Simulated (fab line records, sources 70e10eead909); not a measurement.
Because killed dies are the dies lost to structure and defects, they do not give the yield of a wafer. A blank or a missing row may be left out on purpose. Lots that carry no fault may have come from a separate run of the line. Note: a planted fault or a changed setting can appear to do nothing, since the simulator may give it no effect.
fab line records | flow nand-harc
record lots=13 wafers=39 last-day=34
route steps=1302 shown A_CHANNEL_FILL_D2@622 THIN_TSV@1264 END@1302
lots that met no fault: taken from a fault-free run of the same line
start-h: start of the lot's first displayed wafer, in hours after the record's first day | wait-h: hours since the lot's step before | " identical to the entry in the row above | L1.1+2: one row covering several wafers at once | - no value present, or no start provided | * or withheld: withheld | < > ~ a bound
route shown NAME@n: names a module that has steps shown in the file, with the first one's number in the route | usual: average and standard deviation across the fault-free wafers | same: alike in all rows | chamber/n: place in a boat | sites: readings site by site | _std_site: the values' standard deviation | _edge_site: outer sites' mean less inner sites' | radius-mm: how far each site lies from the wafer's centre | mask NAME#n: copy n | behind: the tool/chamber that last shaped the wafer | hold: why the lot went on hold/how many hours it stayed there/how the hold came to an end | device: the transistor (n, p or np) that didn't switch | end of line: tests of these same wafers at the route's end | a step with no rows: only its recipe | killed: the dies lost at the first sort to structure and to defects; this is not the yield of the wafer | map: dies across one wafer; x = killed, . = not, _ = none there
set.NAME: the run value of the setting; set.NAME@STEP: its run value at that earlier step | model.NAME: the simulator's own value behind a step, which no gauge read
one table for each step of the route and one row for each wafer, over a sample of lots
services: a tool's chamber out of use, with start hour (start-h, from the record's first day; less than 0 if before it), hours out, and reason
## steps
# step NHARC_A_CHANNEL_FILL_D2_PRECLEAN_21
# recipe time-s=30 chemistry=dHF
# columns lot.wafer tool chamber start-h wait-h
L567.1+5+2 wet-bench-07 0,2,5 334.98 -
L568.6+5+3 wet-bench-06 5,6,0 334.98 -
L569.2+1+3 wet-bench-09 4,7,1 341.33 -
L570.6+3+2 wet-bench-06 7,0,2 352.14 -
L571.4+2+5 wet-bench-09 2,3,4 377.95 -
L572.5+3+4 wet-bench-07 1,2,3 377.97 -
L573.6+3+5 wet-bench-07 5,7,0 396.65 -
L575.5+6+1 wet-bench-06 3,5,6 396.65 -
L583.2+1+3 wet-bench-07 7,0,1 488.70 -
L587.4+3+1 wet-bench-09 6,1,3 527.26 -
L586.2+6+4 wet-bench-06 4,5,7 531.92 -
L589.6+1+4 wet-bench-09 7,1,2 542.93 -
L590.1+5+2 wet-bench-07 1,2,3 556.73 -
# step NHARC_THIN_TSV_CD_MEAS_16
# usual cd-nm=999.0/1.9
# columns lot.wafer tool chamber start-h wait-h cd-nm
L569.1 cd-sem-01 - 556.47 0.1 998.3
L569.2 " - " " 997.5
L569.3 " - " " 997.3
L568.3 cd-sem-01 - 557.69 0.1 998.3
L568.5 " - " " 1001.3
L568.6 " - " " 999.3
L567.1 cd-sem-03 - 558.76 0.1 998.7
L567.2 " - " " 996.3
L567.5 " - " " 1001.3
L570.2 cd-sem-03 - 573.27 0.1 999.6
L570.3 " - " " 999.7
L570.6 " - " " 1000.3
L571.2 cd-sem-03 - 587.70 0.1 997.1
L571.4 " - " " 998.5
L571.5 " - " " 998.7
L572.3 cd-sem-03 - 610.47 0.1 999.9
L572.4 " - " " 998.2
L572.5 " - " " 995.7
L575.1 cd-sem-03 - 611.67 0.1 998.7
L575.5 " - " " 1000.5
L575.6 " - " " 1000.8
L573.3 cd-sem-03 - 616.37 0.1 998.4
L573.5 " - " " 1001.7
L573.6 " - " " 1000.0
L583.1 cd-sem-03 - 693.41 0.1 998.4
L583.2 " - " " 998.2
L583.3 " - " " 1001.0
L587.1 cd-sem-01 - 749.06 0.1 1000.0
L587.3 " - " " 1001.9
L587.4 " - " " 1004.5
L586.2 cd-sem-02 - 750.23 0.1 998.9
L586.4 " - " " 996.0
L586.6 " - " " 1001.4
L590.1 cd-sem-02 - 784.99 0.1 995.7
L590.2 " - " " 995.8
L590.5 " - " " 998.2
L589.1 cd-sem-02 - 786.08 0.1 999.5
L589.4 " - " " 1002.9
L589.6 " - " " 1004.5
# step NHARC_THIN_TSV_PVD_51
# recipe target-thk-a=1000 chamber-pressure-pa=5 material=Cu
# usual throttle-valve-pct=29.7/0.92
# columns lot.wafer tool chamber start-h wait-h throttle-valve-pct
L569.1 pvd-sputter-01 - - - 28.0
L569.2 " - " " 31.2
L569.3 " - " " 28.5
L568.3 pvd-sputter-03 - - - 28.5
L568.5 " - " " 29.0
L568.6 " - " " 28.5
L567.2 pvd-sputter-03 - - - 28.6
L567.1 " - " " 29.4
L567.5 " - " " 28.6
L570.2 pvd-sputter-01 - - - 28.9
L570.3 " - " " 31.2
L570.6 " - " " 29.2
L571.4 pvd-sputter-02 - - - 30.6
L571.2 " - " " 29.7
L571.5 " - " " 29.8
L572.4 pvd-sputter-03 - - - 28.8
L572.3 " - " " 30.1
L572.5 " - " " 28.9
L575.1 pvd-sputter-01 - - - 28.2
L575.6 " - " " 29.9
L575.5 " - " " 28.2
L573.3 pvd-sputter-02 - - - 29.9
L573.5 " - " " 28.4
L573.6 " - " " 29.9
L583.3 pvd-sputter-03 - - - 29.0
L583.1 " - " " 29.3
L583.2 " - " " 30.5
L587.3 pvd-sputter-03 - - - 29.3
L587.4 " - " " 28.8
L587.1 " - " " 28.7
L586.4 pvd-sputter-01 - - - 28.4
L586.2 " - " " 31.2
L586.6 " - " " 30.0
L590.2 pvd-sputter-01 - - - 31.1
L590.1 " - " " 28.2
L590.5 " - " " 31.2
L589.4 pvd-sputter-01 - - - 30.0
L589.1 " - " " 28.7
L589.6 " - " " 31.4
# step NHARC_THIN_TSV_PRE_CLEAN_54
# recipe time-s=30 temp-c=280 gas=H2/He
# usual heater-power-w=408/44
# columns lot.wafer tool chamber start-h wait-h heater-power-w
L569.1 pvd-sputter-02 - 560.35 0.1 366
L569.2 " - " " 398
L569.3 " - " " 395
L568.3 pvd-sputter-01 - 561.55 0.1 399
L568.6 " - " " 346
L568.5 " - " " 402
L567.2 pvd-sputter-01 - 562.64 0.1 345
L567.1 " - " " 402
L567.5 " - " " 355
L570.3 pvd-sputter-01 - 577.14 0.1 390
L570.2 " - " " 409
L570.6 " - " " 348
L571.4 pvd-sputter-03 - 591.59 0.1 432
L571.2 " - " " 498
L571.5 " - " " 399
L572.3 pvd-sputter-02 - 614.54 0.0 355
L572.4 " - " " 406
L572.5 " - " " 465
L575.1 pvd-sputter-03 - 615.57 0.1 392
L575.5 " - " " 487
L575.6 " - " " 355
L573.3 pvd-sputter-01 - 620.26 0.1 406
L573.6 " - " " 399
L573.5 " - " " 345
L583.1 pvd-sputter-03 - 697.42 0.0 493
L583.3 " - " " 433
L583.2 " - " " 386
L587.3 pvd-sputter-02 - 752.92 0.0 396
L587.1 " - " " 361
L587.4 " - " " 414
L586.4 pvd-sputter-01 - 754.11 0.1 402
L586.2 " - " " 406
L586.6 " - " " 455
L590.2 pvd-sputter-02 - 789.40 0.1 466
L590.1 " - " " 413
L590.5 " - " " 487
L589.4 pvd-sputter-02 - 790.66 0.1 403
L589.1 " - " " 480
L589.6 " - " " 483
# step NHARC_END_SORT_01
# recipe temp-c=25
# usual killed-at-array=55/17 killed-at-other=1.1/1.6 killed-at-periphery=3.8/2.5 killed-dies=60/18 killed-open=3.3/1.9 killed-short=2.5/1.7
# same gross-dies=677
# columns lot.wafer tool chamber start-h wait-h killed-at-array killed-at-other killed-at-periphery killed-dies killed-open killed-short
L583.1 prober-02 0 707.68 2.5 136 0 4 140 5 1
L583.2 prober-02 0 708.49 2.8 55 0 11 66 3 2
L583.3 prober-02 0 709.29 3.1 54 0 11 65 7 2
L587.1 prober-02 0 764.96 2.5 26 1 4 31 7 1
L587.3 prober-02 0 766.55 3.1 39 2 1 42 4 2
L587.4 prober-02 0 767.35 3.4 22 0 5 27 1 3
L586.2 prober-01 0 773.06 2.8 40 1 4 45 1 1
L586.4 prober-01 0 774.67 3.4 42 1 2 45 3 2
L586.6 prober-01 0 776.29 4.0 44 1 3 48 5 1
# killed by level:class
L583.1 A_CHANNEL_FILL_D2:unspecified=71 A_SLIT:chamber-film-flake=31 A_CHANNEL_HOLE_D1:chamber-film-flake=10 A_CONTACT:chamber-film-flake=4 P_M2:chamber-film-flake=3 A_DECK1_JOINT:chamber-film-flake=3 A_BONDPAD:chamber-film-flake=3 A_ZERO_WELL:chamber-film-flake=2
L583.2 A_SLIT:chamber-film-flake=17 A_CHANNEL_HOLE_D1:chamber-film-flake=12 A_STAIRCASE:chamber-film-flake=8 P_GATE:chamber-film-flake=6 P_M2:chamber-film-flake=5 A_CHANNEL_FILL_D2:chamber-film-flake=5 A_CONTACT:chamber-film-flake=5 A_ZERO_WELL:chamber-film-flake=2
L583.3 A_SLIT:chamber-film-flake=16 A_CHANNEL_HOLE_D1:chamber-film-flake=12 A_STAIRCASE:chamber-film-flake=6 P_M2:chamber-film-flake=5 A_CONTACT:chamber-film-flake=5 P_CONTACT:geometric-particle:open=3 A_ZERO_WELL:chamber-film-flake=3 A_CHANNEL_FILL_D2:chamber-film-flake=2
L587.1 A_CHANNEL_HOLE_D1:chamber-film-flake=6 A_SLIT:chamber-film-flake=5 A_CONTACT:chamber-film-flake=4 P_CONTACT:chamber-film-flake=3 A_M0:chamber-film-flake=3 A_CHANNEL_HOLE_D2:geometric-particle:open=2 A_M0:geometric-particle:open=2 A_DECK1_JOINT:geometric-particle:open=1
L587.3 A_CHANNEL_HOLE_D1:chamber-film-flake=19 A_SLIT:chamber-film-flake=9 A_CONTACT:chamber-film-flake=3 THIN_TSV:chamber-film-flake=2 A_ONON_D1:geometric-particle:open=1 A_CHANNEL_FILL_D1:geometric-particle:open=1 A_ONON_D2:geometric-particle:open=1 A_CHANNEL_FILL_D2:geometric-particle:short=1
L587.4 A_CHANNEL_HOLE_D1:chamber-film-flake=10 P_CONTACT:chamber-film-flake=5 A_CONTACT:chamber-film-flake=3 A_CHANNEL_HOLE_D2:geometric-particle:short=2 A_SLIT:chamber-film-flake=2 A_SOURCE_PLATE:geometric-particle:open=1 A_SGD_CUT:geometric-particle:short=1 A_CHANNEL_HOLE_D2:chamber-film-flake=1
L586.2 A_SLIT:chamber-film-flake=23 A_CHANNEL_HOLE_D1:chamber-film-flake=11 P_GATE:chamber-film-flake=2 A_WL_FILL:chamber-film-flake=2 A_M0:chamber-film-flake=2 P_CONTACT:geometric-particle:open=1 A_DECK1_JOINT:geometric-particle:short=1 P_CONTACT:chamber-film-flake=1
L586.4 A_SLIT:chamber-film-flake=23 A_CHANNEL_HOLE_D1:chamber-film-flake=12 A_CHANNEL_FILL_D1:geometric-particle:open=1 A_DECK1_JOINT:geometric-particle:open=1 A_CHANNEL_FILL_D2:geometric-particle:open=1 A_BLC:geometric-particle:short=1 STARTING-WAFER:geometric-particle:short=1 P_GATE:chamber-film-flake=1
L586.6 A_SLIT:chamber-film-flake=27 A_CHANNEL_HOLE_D1:chamber-film-flake=11 P_M1:geometric-particle:open=1 P_M2:geometric-particle:open=1 STARTING-WAFER:geometric-particle:open=1 A_WL_FILL:geometric-particle:short=1 A_WL_FILL:geometric-particle:open=1 A_CONTACT:geometric-particle:open=1
## services
# columns tool chamber start-h hours kind
wet-bench-07 - 336.00 8.0 pm
pvd-sputter-02 - 342.91 2.4 repair
pvd-sputter-03 - 350.59 10.0 pm
wet-bench-07 - 385.41 4.6 repair
pvd-sputter-01 - 404.00 10.0 pm
pvd-sputter-03 - 426.84 4.1 repair
pvd-sputter-02 - 439.75 1.7 repair
pvd-sputter-02 - 454.79 1.0 repair
pvd-sputter-02 - 460.04 10.0 pm
pvd-sputter-03 - 475.21 9.0 repair
wet-bench-07 - 512.00 8.0 pm
pvd-sputter-01 - 514.06 2.0 repair
pvd-sputter-03 - 528.59 10.0 pm
pvd-sputter-01 - 582.00 10.0 pm
pvd-sputter-02 - 602.72 1.9 repair
pvd-sputter-02 - 638.04 10.0 pm
wet-bench-07 - 644.59 2.0 repair
wet-bench-07 - 688.00 8.0 pm
pvd-sputter-03 - 706.59 10.0 pm
pvd-sputter-01 - 713.55 1.3 repair
pvd-sputter-03 - 717.21 0.5 repair
pvd-sputter-01 - 760.00 10.0 pm
pvd-sputter-03 - 768.60 1.1 repair
pvd-sputter-03 - 785.12 5.0 repair
## key
first-sign step=NHARC_END_SORT_01 reading=killed-at-array direction=up sigmas=4.6 usual=55 struck=136
effect step=NHARC_END_SORT_01 reading=killed-dies direction=up sigmas=4.5 usual=60 struck=140
more-kills-born-at NHARC_A_CHANNEL_FILL_D2_PRECLEAN_21@wet-bench-07=71
met-at NHARC_A_CHANNEL_FILL_D2_PRECLEAN_21
struck-lots L583
struck-wafers L583.1
tester-left-out L583
not-acting-at NHARC_THIN_TSV_CD_MEAS_16,NHARC_THIN_TSV_PVD_51,NHARC_THIN_TSV_PRE_CLEAN_54
onset-between 396.65 488.70
fault kind=chamber-particle-source tool=wet-bench-07 chamber=0 onset-h=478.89 steps=NHARC_A_CHANNEL_FILL_D2_PRECLEAN_21 rate-per-visit-cm2=0.49741 end-h=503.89
# tester-left-out: of these lots the tester's yield and bins aren't shown, on N5 and GAA mostly nor the transistor test; their killed dies are dies lost to structure and defects alone, not to doping, threshold or leakage, so they don't give the yield
